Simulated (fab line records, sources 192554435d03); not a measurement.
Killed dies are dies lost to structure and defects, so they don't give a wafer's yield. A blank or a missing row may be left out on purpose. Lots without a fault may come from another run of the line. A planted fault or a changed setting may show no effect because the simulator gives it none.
Chamber matching | flow n5_finfet | N5_ZERO_LAYER_PECVD_02 on pecvd-04: 3 sister chambers
The step deposits SiO2 from SiH4/N2O, target thk 10 nm, time 6 s. 3 wafers are shown with their chamber, then 7 later ones without.

WAFERS WITH THEIR CHAMBER
wafer  | chamber | showerhead_plenum_p_Torr (Torr)
L090.5 | 1       | 8.17
L092.1 | 0       | 7.65
L092.4 | 2       | 8.13

WAFERS WITHOUT THEIR CHAMBER
wafer  | showerhead_plenum_p_Torr (Torr)
L092.5 | 7.64
L094.1 | 7.64
L094.5 | 7.65
L094.6 | 8.10
L096.1 | 8.13
L096.3 | 8.16
L096.5 | 7.62

WHICH CHAMBER EACH WENT THROUGH
wafer  | from the rows above     | in truth
L092.5 | 0                       | 0
L094.1 | 0                       | 0
L094.5 | 0                       | 0
L094.6 | 2                       | 2
L096.1 | 2                       | 2
L096.3 | can't be placed: 1 or 2 | 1
L096.5 | 0                       | 0
Placed correctly: 6 of 7. Can't be placed from these rows: 1 (the true chamber is among the candidates in 1). Placed wrongly: 0.
How it was worked out, from the rows above alone: a wafer's distance from a chamber is the root of the sum, over the readings, of the square of ((its reading less the chamber's mean) divided by the reading's scatter). The wafer belongs to the nearest chamber; if the next one is less than 2 further off, it can't be placed. A chamber's mean is the mean of its shown wafers. The scatter: with one shown wafer a chamber, the root of the mean of the squares of how far each hidden wafer lies from its nearest shown one.
